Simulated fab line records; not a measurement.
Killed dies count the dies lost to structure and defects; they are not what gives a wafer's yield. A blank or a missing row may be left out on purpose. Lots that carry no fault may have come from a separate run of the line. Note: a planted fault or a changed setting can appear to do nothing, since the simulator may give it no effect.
Which tool was responsible?	flow n5Finfet	14 lots, 42 wafers sampled, at 1 step of a route of 1938

## WHAT EACH GAUGE READ, for each wafer
N5_BEOL_M3_OVL_MEAS_12.
lot	measured	on	M3_OVL (nm)
L328	day 6 23:55	overlay-01	0.2 0.5 0.6
L331	day 7 21:17	overlay-01	-1.6 -0.5 -1.3
L332	day 8 01:13	overlay-01	0.4 -0.8 0.5
L333	day 8 12:20	overlay-02	0.3 0.8 -0.3
L334	day 8 23:40	overlay-02	-1.6 -0.9 -0.9
L335	day 9 00:17	overlay-02	-0.1 -0.2 -0.3
L342	day 11 09:53	overlay-01	0.2 0.2 0.0
L343	day 11 11:13	overlay-01	-0.6 -1.5 -0.6
L344	day 11 12:31	overlay-01	-1.0 -0.1 -0.7
L346	day 11 19:38	overlay-02	-0.8 -0.8 -1.0
L345	day 11 19:49	overlay-01	-0.7 -0.6 -0.5
L348	day 12 07:21	overlay-01	-0.7 0.5 -0.3
L350	day 13 02:29	overlay-02	-0.4 -1.2 -0.2
L349	day 13 12:10	overlay-02	-0.7 0.7 -0.9

## WHAT TOOL EACH LOT RAN ON (gives the tool, then ch and the chambers of the sampled wafers, and finally the start)
There is no process step in the record ahead of these readings.

## AS READ BY THE TOOLS THEMSELVES (means over the sampled wafers that have a number; for cases with no such wafer, the mark the record gives instead)
The record holds no such reading with a usual standard deviation.

## THE ANSWER, worked out from the rows above alone
Rule: the usual values come from the lots themselves. Put in order of their means at a reading, lots are off if they are a third of the lots or fewer, leave a main group of 4 or more, and stand apart from it by a gap of 3 or more times the standard deviation of the main group's means; of several such gaps the widest counts. A main group whose means are all the same, to the digits that the tables above print for the reading, isn't used. Also off: a lot with no number at a reading for which 4 or more lots have one. The other lots that the step has rows for count as sound. First the gauges in route order, then the tools' own readings, where a lot's mean is used as printed above. At the first step where some lot is off, the reading lying furthest off is the one used; lots without a number count as furthest.
Nothing can be told from this: no lot is off at any reading shown.

## WHAT THE SIMULATOR HAD INSERTED
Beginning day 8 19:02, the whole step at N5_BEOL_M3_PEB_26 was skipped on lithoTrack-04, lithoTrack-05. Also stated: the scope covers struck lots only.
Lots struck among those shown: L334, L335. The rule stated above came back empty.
